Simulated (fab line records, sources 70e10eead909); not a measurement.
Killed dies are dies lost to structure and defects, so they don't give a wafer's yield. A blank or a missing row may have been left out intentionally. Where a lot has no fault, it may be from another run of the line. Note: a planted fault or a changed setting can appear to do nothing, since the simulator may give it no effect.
A lot that was struck, set against a sound lot | flow nand-harc | 14 out of 1159 route steps
Sound: the wafers L882.1, L882.2, L882.5. Struck: wafer L894.5; the same lot's L894.4 was not struck, so it is left out; see the end for the cause.
For every step that has rows: the tool of each side, followed by ch and its chambers, followed by its first start. Under that, the readings that differ: sound wafers | struck wafers | difference of the means | sigmas: that difference in standard deviations of wafers without a fault.
alike: readings whose means differ by less than 2 such deviations, and words and numbers that are the same on both sides. not compared: withheld readings, readings that some wafer has no value for, bounds like >300 that may hide the same value, and numbers for which the record gives no deviation and whose values overlap.
Wherever a step has rows on one side only, a row that says differs or no value, or a row with sigmas, the two part there. When numbers do not overlap yet have no deviation, they are printed without sigmas and do not part them. Lack of a reading on every wafer of one side parts them only where that side has two or more wafers.

NHARC_A_SOURCE_PLATE_THK_MEAS_09: measures by ellipsometry.
  sound on film-metro-01 at day 8 13:19; struck on film-metro-01 at day 11 06:58
  reading     | sound        | struck | difference | sigmas
  thk-nm (nm) | 10.7 9.0 8.1 | 12.0   | +2.7       | +3
then, 3 steps without rows for these wafers: NHARC_A_SOURCE_PLATE_PVD_04 (deposits WSi2, target thk 50 nm); NHARC_A_SOURCE_PLATE_CVD_03 (deposits poly-Si, target thk 200 nm, time 4000 s); NHARC_A_SOURCE_PLATE_ANNEAL_05 (time 1800 s).
NHARC_A_SOURCE_PLATE_THK_MEAS_06: measures by ellipsometry.
  sound on film-metro-01 at day 9 04:23; struck on film-metro-02 at day 11 20:04
  alike: thk-nm
NHARC_A_SOURCE_PLATE_INSPECT_08:
  sound on defect-inspect-02 at day 9 04:29; struck on defect-inspect-01 at day 11 20:08
  alike: raw-defect-count
after that, 1 step with no rows for these wafers: NHARC_A_ONON_D1_DEP_00 (target thk 1000 nm).
NHARC_A_ONON_D1_THK_MEAS_02: measures by ellipsometry.
  sound on film-metro-02 at day 9 05:03; struck on film-metro-01 at day 11 20:43
  alike: thk-nm
after that, 1 step with no rows for these wafers: NHARC_A_ONON_D1_DEP_03 (target thk 1000 nm).
NHARC_A_ONON_D1_THK_MEAS_05: measures by ellipsometry.
  sound on film-metro-02 at day 9 05:37; struck on film-metro-01 at day 11 21:17
  alike: thk-nm
NHARC_A_ONON_D1_DEP_06: target thk 1000 nm.
  sound on pecvd-onon-04 ch 0, day 9 05:40; struck on pecvd-onon-04 ch 0, day 11 21:31
NHARC_A_ONON_D1_THK_MEAS_08: measures by ellipsometry.
  sound on film-metro-01 at day 9 06:11; struck on film-metro-01 at day 11 21:51
  reading     | sound          | struck | difference | sigmas
  thk-nm (nm) | 1004 1006 1004 | 612    | -393       | -30
after that, 1 step with no rows for these wafers: NHARC_A_ONON_D1_DEP_09 (target thk 1000 nm).
-- the record jumps here: 12 days lie between the struck wafers' starts before and after (it left off in module A_ONON_D1 and takes up again in module END, whose first step shown is number 1159 of the route) --
NHARC_END_SORT_01:
  here the record holds rows for the struck wafers (prober-01 ch 0, day 23 10:30) but none for the sound ones

## WHERE THEY PART
At NHARC_A_SOURCE_PLATE_THK_MEAS_09 first; at NHARC_END_SORT_01 last (within this record only).

WHY: the cause the simulator had injected
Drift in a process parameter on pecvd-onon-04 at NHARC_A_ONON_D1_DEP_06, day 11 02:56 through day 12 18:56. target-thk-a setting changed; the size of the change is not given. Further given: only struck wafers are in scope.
